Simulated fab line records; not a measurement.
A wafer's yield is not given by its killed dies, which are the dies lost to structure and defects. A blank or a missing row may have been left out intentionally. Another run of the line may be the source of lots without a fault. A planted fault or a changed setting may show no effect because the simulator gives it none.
fab line records	flow n5_finfet
record lots=7	wafers=39
route steps=1938 shown DUMMY_GATE@237 SD_EPI_N@288 SD_EPI_P@323 SD_ACTIVATION@330 HKMG_FIN@402 MOL_CONTACT_COAG@535
start_h: hours from the record's first day to the start of the lot's first wafer shown	wait_h: time in hours since the lot's previous step	" the same as in the row above	L1.1+2: one row covering several wafers at once	- no value, or no start given	* or withheld: withheld	< > ~ a bound
route shown NAME@n: names a module that has steps shown in the file, with the first one's number in the route	usual: mean/standard deviation taken from wafers without a fault	same: alike in all rows	chamber/n: place in a boat	sites: per-site readings	_std_site: the values' standard deviation	_edge_site: inner sites' mean taken away from outer sites' mean	radius_mm: for every site, how far away it sits from the centre of the wafer	mask NAME#n: copy n	behind: the most recent tool/chamber to have shaped the wafer	hold: why the lot went on hold/how many hours it stayed there/how the hold came to an end	device: the transistor (n, p or np) that didn't switch	end of line: tests of these same wafers at the route's end	a step without rows: its recipe alone	killed: dies lost to structure and defects at the first sort, not the wafer's yield	map: the dies of a wafer, with x for killed, . for not killed, _ for no die there
set.NAME: the setting the step ran with; set.NAME@STEP: the setting that earlier step ran with	model.NAME: the simulator's own value behind a step, which no gauge read
lots run with intentionally changed settings; tables by step, rows by wafer
## steps
# step N5_DUMMY_GATE_ETCH_37
# recipe chemistry=N2/H2	target=SOC	target_depth_a=600	overetch_a=300	temp_c=40	ion_energy_ev=200	pressure_mtorr=30	source_w=840	bias_w=150	n2_flow_sccm=200	h2_flow_sccm=200
# usual rf_vpp_V=521.7/2.9
lot.wafer	tool	chamber	start_h	wait_h	set.source_w	rf_vpp_V
L075.1	rie_diel-01	3	53.21	0.0	905.7	507.8
L075.2	"	1	"	"	905.7	514.1
L075.3	"	2	"	"	840	524.4
L075.4	"	0	"	"	840	526.1
L075.5	"	2	"	"	905.7	510.9
L075.6	"	1	"	"	840	527.6
L078.1	rie_diel-04	3	73.43	0.0	840	521.1
L078.3	"	0	"	"	840	524.6
L078.4	"	2	"	"	840	519.5
L079.1	rie_diel-04	2	75.29	0.0	928.9	502.1
L079.2	"	3	"	"	928.9	505.7
L079.3	"	1	"	"	840	520.4
L079.4	"	0	"	"	840	523.2
L079.5	"	1	"	"	840	521.2
L079.6	"	2	"	"	928.9	501.7
L081.1	rie_diel-04	3	87.74	0.0	840	522.5
L081.2	"	0	"	"	840	522.6
L081.3	"	1	"	"	743.6	541.4
L081.4	"	2	"	"	743.6	539.8
L081.5	"	0	"	"	743.6	545.5
L081.6	"	3	"	"	840	523.0
L083.1	rie_diel-04	3	99.69	0.0	683.9	558.4
L083.2	"	0	"	"	840	523.6
L083.3	"	1	"	"	840	520.9
L083.4	"	2	"	"	683.9	554.9
L083.5	"	0	"	"	683.9	560.9
L083.6	"	1	"	"	840	520.1
L085.1	rie_diel-01	0	117.54	0.0	840	524.7
L085.2	"	1	"	"	796.9	535.9
L085.3	"	2	"	"	796.9	534.6
L085.4	"	3	"	"	840	517.4
L085.5	"	3	"	"	796.9	529.4
L085.6	"	0	"	"	840	525.7
L097.1	rie_diel-01	3	184.26	0.0	717.2	545.5
L097.2	"	1	"	"	717.2	553.5
L097.3	"	2	"	"	717.2	553.4
L097.4	"	1	"	"	840	526.6
L097.5	"	3	"	"	840	518.7
L097.6	"	2	"	"	840	523.4
# step N5_SD_EPI_N_EPI_21
# recipe material=Si:P	dopant=P	temp_c=680	pressure_torr=255	time_s=690
lot.wafer	tool	chamber	start_h	wait_h	set.temp_c	model.Si-P_of_SD_EPI_N_EPI_21.thk_nm
L075.1	epi_rpcvd-02	0	56.88	0.1	680	58.2
L075.2+4	"	0	"	"	680	58.4
L075.3	"	0	"	"	680	58.6
L075.5+6	"	0	"	"	680	58.8
L078.1+3	epi_rpcvd-02	0	77.36	0.1	680	59
L078.4	"	0	"	"	680	59.2
L079.1+2	epi_rpcvd-04	0	79.29	0.1	678.5	58
L079.3	"	0	"	"	678.5	59.2
L079.4	"	0	"	"	680	59.4
L079.5	"	0	"	"	680	59.2
L079.6	"	0	"	"	680	60
L081.1	epi_rpcvd-02	0	92.55	0.1	678.6	57.8
L081.2+3	"	0	"	"	680	58.6
L081.4	"	0	"	"	678.6	58
L081.5	"	0	"	"	678.6	57.4
L081.6	"	0	"	"	680	59
L083.1	epi_rpcvd-02	0	103.51	0.1	680	58.6
L083.2	"	0	"	"	682	61
L083.3	"	0	"	"	682	60.6
L083.4	"	0	"	"	680	58.8
L083.5	"	0	"	"	682	60.8
L083.6	"	0	"	"	680	59.8
L085.1+5	epi_rpcvd-02	0	121.86	0.1	683.2	62.2
L085.2	"	0	"	"	680	59.2
L085.3	"	0	"	"	680	58.4
L085.4	"	0	"	"	683.2	62
L085.6	"	0	"	"	680	59
L097.1	epi_rpcvd-04	0	189.44	0.2	680	59.4
L097.2	"	0	"	"	675.7	55
L097.3	"	0	"	"	680	58.8
L097.4+6	"	0	"	"	675.7	54.2
L097.5	"	0	"	"	680	59
# step N5_SD_EPI_N_PRECLEAN_24
# recipe chemistry=O3/DIW	time_s=60	temp_c=22	o3_ppm=10
# step N5_SD_EPI_P_HM_STRIP_48
# recipe chemistry=H3PO4	temp_c=160	material=SiNx	target=SiNx	target_depth_a=30	overetch_fraction=0.3
# step N5_SD_EPI_P_SRD_49
# recipe dry=ipa_marangoni	time_s=30	temp_c=23	rinse_liquid=diw
# step N5_SD_EPI_P_PRECLEAN_24
# recipe chemistry=O3/DIW	time_s=45	temp_c=22	o3_ppm=10
lot.wafer	tool	chamber	start_h	wait_h	set.temp_c@SD_EPI_N_EPI_21	model.Si-P_of_SD_EPI_N_EPI_21.thk_nm
L075.1	wet_bench-01	6	63.35	0.0	680	57.4
L075.2+4	"	5,3	"	"	680	57.6
L075.3	"	4	"	"	680	57.8
L075.5+6	"	1,2	"	"	680	58
L078.1	wet_bench-01	2	83.79	0.0	680	58
L078.3	"	4	"	"	680	58.2
L078.4	"	1	"	"	680	58.4
L079.1+2	wet_bench-03	7,1	86.71	0.0	678.5	57.2
L079.3	"	0	"	"	678.5	58.4
L079.4	"	4	"	"	680	58.6
L079.5	"	5	"	"	680	58.2
L079.6	"	6	"	"	680	59.2
L081.1	wet_bench-03	0	98.97	0.0	678.6	57
L081.2+3	"	4,7	"	"	680	57.8
L081.4	"	2	"	"	678.6	57.2
L081.5	"	3	"	"	678.6	56.6
L081.6	"	1	"	"	680	58.2
L083.1	wet_bench-06	6	110.43	0.0	680	57.8
L083.2	"	7	"	"	682	60.2
L083.3	"	4	"	"	682	59.8
L083.4	"	5	"	"	680	58
L083.5	"	1	"	"	682	60
L083.6	"	0	"	"	680	59
L085.1+5	wet_bench-03	7,4	129.46	0.0	683.2	61.4
L085.2	"	2	"	"	680	58.4
L085.3	"	6	"	"	680	57.6
L085.4	"	3	"	"	683.2	61.2
L085.6	"	5	"	"	680	58.2
L097.1	wet_bench-01	1	197.77	0.0	680	58.4
L097.2	"	7	"	"	675.7	54.2
L097.3	"	0	"	"	680	58
L097.4+6	"	3,6	"	"	675.7	53.4
L097.5	"	2	"	"	680	58.2
# step N5_SD_EPI_P_PRECLEAN_32
# recipe chemistry=dHF	time_s=10	dilution=500:1	temp_c=25
# step N5_SD_EPI_P_PRECLEAN_33
# recipe chemistry=SC2	time_s=45	temp_c=35	mix=1:1:50
# step N5_SD_ACTIVATION_RTA_00
# recipe temp_c=975	time_s=0	ambient=N2	idle_temp_c=600	ramp_up_c_per_s=150	ramp_down_c_per_s=60	cool_to_c=600
# step N5_SD_ACTIVATION_LSA_01
# recipe temp_c=1080	time_s=0.0008	ambient=N2
# step N5_SD_ACTIVATION_RS_MEAS_03
# recipe thk_meas_gauge=four-point-probe
# usual RS_SD_N=21.95/0.23	RS_SD_P=56.0/0.83
lot.wafer	tool	chamber	start_h	wait_h	set.temp_c@SD_EPI_N_EPI_21	RS_SD_N[ohm/sq]	RS_SD_P[ohm/sq]
L075.1	film_metro-01	-	64.03	0.2	680	22.07	54.4
L075.2	"	-	"	"	680	22.10	54.7
L075.3	"	-	"	"	680	22.10	54.4
L075.4	"	-	"	"	680	22.14	53.7
L075.5	"	-	"	"	680	21.79	54.0
L075.6	"	-	"	"	680	22.02	54.0
L078.1	film_metro-02	-	84.52	0.2	680	22.05	56.6
L078.3	"	-	"	"	680	21.88	56.4
L078.4	"	-	"	"	680	21.76	57.1
L079.1	film_metro-02	-	87.26	0.2	678.5	22.19	58.3
L079.2	"	-	"	"	678.5	22.27	57.5
L079.3	"	-	"	"	678.5	21.70	57.3
L079.4	"	-	"	"	680	22.03	57.3
L079.5	"	-	"	"	680	21.93	57.3
L079.6	"	-	"	"	680	21.49	57.1
L081.1	film_metro-02	-	99.47	0.2	678.6	22.41	57.2
L081.2	"	-	"	"	680	22.00	57.0
L081.3	"	-	"	"	680	21.94	56.3
L081.4	"	-	"	"	678.6	22.26	56.5
L081.5	"	-	"	"	678.6	22.29	57.6
L081.6	"	-	"	"	680	21.86	57.9
L083.1	film_metro-02	-	110.93	0.2	680	22.22	55.6
L083.2	"	-	"	"	682	21.13	54.9
L083.3	"	-	"	"	682	21.14	55.8
L083.4	"	-	"	"	680	22.04	55.1
L083.5	"	-	"	"	682	21.09	55.8
L083.6	"	-	"	"	680	21.58	56.1
L085.1	film_metro-01	-	130.02	0.2	683.2	21.21	55.5
L085.2	"	-	"	"	680	22.04	56.3
L085.3	"	-	"	"	680	22.47	56.4
L085.4	"	-	"	"	683.2	20.97	56.3
L085.5	"	-	"	"	683.2	20.87	56.1
L085.6	"	-	"	"	680	22.11	56.2
L097.1	film_metro-01	-	198.27	0.2	680	21.78	56.3
L097.2	"	-	"	"	675.7	23.45	55.6
L097.3	"	-	"	"	680	22.04	55.8
L097.4	"	-	"	"	675.7	23.64	55.6
L097.5	"	-	"	"	680	22.13	56.1
L097.6	"	-	"	"	675.7	23.79	56.1
# step N5_HKMG_FIN_ETCH_54
# recipe chemistry=CF4	target=SiARC	target_depth_a=455	mask_material=CAR-ArF	time_s=75.8	ion_energy_ev=80	pressure_mtorr=40	source_w=545	bias_w=36	Ar_flow_sccm=100	cf4_flow_sccm=100	ends=cleared
# usual etch_rf_on_time_s=75.9/1.3	rf_vpp_V=184.1/1.2
lot.wafer	tool	chamber	start_h	wait_h	set.source_w	etch_rf_on_time_s	rf_vpp_V
L075.1	rie_diel-06	3	78.05	0.0	492.5	84.6	190.4
L075.2	"	1	"	"	492.5	82.4	191.7
L075.3	"	2	"	"	545	77.0	183.1
L075.4	"	0	"	"	492.5	84.0	189.6
L075.5	"	0	"	"	545	77.1	183.2
L075.6	"	3	"	"	545	77.5	183.2
L078.1	rie_diel-05	2	98.46	0.0	545	76.2	184.5
L078.3	"	3	"	"	545	75.1	183.6
L078.4	"	1	"	"	545	75.9	182.7
L079.1	rie_diel-06	3	100.42	0.0	545	77.0	183.8
L079.2	"	0	"	"	629.8	67.8	173.6
L079.3	"	1	"	"	545	75.5	185.2
L079.4	"	2	"	"	545	77.0	183.7
L079.5	"	3	"	"	629.8	67.6	174.5
L079.6	"	0	"	"	629.8	67.3	173.3
L081.1	rie_diel-05	2	113.31	0.0	545	75.7	186.2
L081.2	"	1	"	"	545	76.1	184.7
L081.3	"	0	"	"	545	73.9	186.6
L081.4	"	2	"	"	545	76.2	184.9
L081.5	"	0	"	"	545	74.3	186.0
L081.6	"	1	"	"	545	76.4	183.1
L083.1	rie_diel-06	3	124.44	0.0	509.8	82.1	189.0
L083.2	"	2	"	"	545	77.5	182.1
L083.3	"	0	"	"	545	77.7	183.1
L083.4	"	1	"	"	545	75.9	186.0
L083.5	"	3	"	"	509.8	81.7	188.5
L083.6	"	0	"	"	509.8	81.8	186.7
L085.1	rie_diel-06	1	142.95	0.0	601.2	68.3	178.3
L085.2	"	0	"	"	601.2	70.3	176.7
L085.3	"	3	"	"	545	77.0	182.9
L085.4	"	0	"	"	545	77.4	183.5
L085.5	"	1	"	"	545	74.3	184.4
L085.6	"	3	"	"	601.2	70.5	176.4
L097.1	rie_diel-06	1	213.35	0.0	545	74.5	183.4
L097.2	"	0	"	"	607.4	67.9	178.4
L097.3	"	2	"	"	607.4	69.0	178.7
L097.4	"	3	"	"	545	73.4	183.8
L097.5	"	0	"	"	607.4	67.5	176.4
L097.6	"	1	"	"	545	74.1	186.1
# step N5_MOL_CONTACT_COAG_CONTACT_ETCH_14
# recipe chemistry=C4F6/O2	target=SiO2	target_depth_a=275	overetch_a=85	mask_material=SOC	pressure_mtorr=30	source_w=370	bias_w=185	Ar_flow_sccm=300	C4F6_flow_sccm=16	O2_flow_sccm=10	time_s=20	ion_energy_ev=259.6
# usual rf_vpp_V=693/3.7
lot.wafer	tool	chamber	start_h	wait_h	set.source_w	rf_vpp_V
L075.1	rie_diel-06	1	94.11	0.0	370	698
L075.2	"	2	"	"	370	688
L075.3	"	3	"	"	370	692
L075.4	"	0	"	"	370	687
L075.5	"	0	"	"	370	688
L075.6	"	1	"	"	370	696
L078.1	rie_diel-02	2	115.76	0.0	370	690
L078.3	"	3	"	"	370	697
L078.4	"	0	"	"	370	691
L079.1	rie_diel-02	2	116.29	0.0	336.1	706
L079.2	"	0	"	"	336.1	714
L079.3	"	3	"	"	370	697
L079.4	"	1	"	"	336.1	714
L079.5	"	1	"	"	370	691
L079.6	"	0	"	"	370	692
L081.1	rie_diel-06	1	129.44	0.0	370	697
L081.2	"	0	"	"	402.5	671
L081.3	"	3	"	"	402.5	674
L081.4	"	0	"	"	370	687
L081.5	"	3	"	"	402.5	674
L081.6	"	1	"	"	370	698
L083.1	rie_diel-06	0	140.17	0.0	370	687
L083.2	"	1	"	"	421.1	664
L083.3	"	3	"	"	421.1	664
L083.4	"	0	"	"	370	688
L083.5	"	1	"	"	370	696
L083.6	"	3	"	"	421.1	663
L085.1	rie_diel-02	0	159.61	0.0	338.1	713
L085.2	"	2	"	"	370	689
L085.3	"	3	"	"	338.1	715
L085.4	"	0	"	"	370	692
L085.5	"	2	"	"	370	689
L085.6	"	3	"	"	338.1	716
L097.1	rie_diel-06	2	230.22	0.0	302.8	745
L097.2	"	1	"	"	370	696
L097.3	"	3	"	"	370	691
L097.4	"	0	"	"	302.8	741
L097.5	"	1	"	"	302.8	734
L097.6	"	0	"	"	370	699
## key
split step=N5_DUMMY_GATE_ETCH_37	setting=source_w	stated=840	by=wafer
response step=N5_DUMMY_GATE_ETCH_37	reading=rf_vpp_V	change=-1.89	per=1%	r=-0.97
split step=N5_SD_EPI_N_EPI_21	setting=temp_c	stated=680	by=wafer
response step=N5_SD_EPI_N_EPI_21	reading=model.Si-P_of_SD_EPI_N_EPI_21.thk_nm	change=+6.77	per=1%	r=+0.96
response step=N5_SD_EPI_P_PRECLEAN_24	reading=model.Si-P_of_SD_EPI_N_EPI_21.thk_nm	change=+6.7	per=1%	r=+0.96
response step=N5_SD_ACTIVATION_RS_MEAS_03	reading=RS_SD_N	change=-2.47	per=1%	r=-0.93
split step=N5_HKMG_FIN_ETCH_54	setting=source_w	stated=545	by=wafer
response step=N5_HKMG_FIN_ETCH_54	reading=etch_rf_on_time_s	change=*	per=1%	r=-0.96
response step=N5_HKMG_FIN_ETCH_54	reading=rf_vpp_V	change=-0.657	per=1%	r=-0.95
split step=N5_MOL_CONTACT_COAG_CONTACT_ETCH_14	setting=source_w	stated=370	by=wafer
response step=N5_MOL_CONTACT_COAG_CONTACT_ETCH_14	reading=rf_vpp_V	change=-2.29	per=1%	r=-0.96
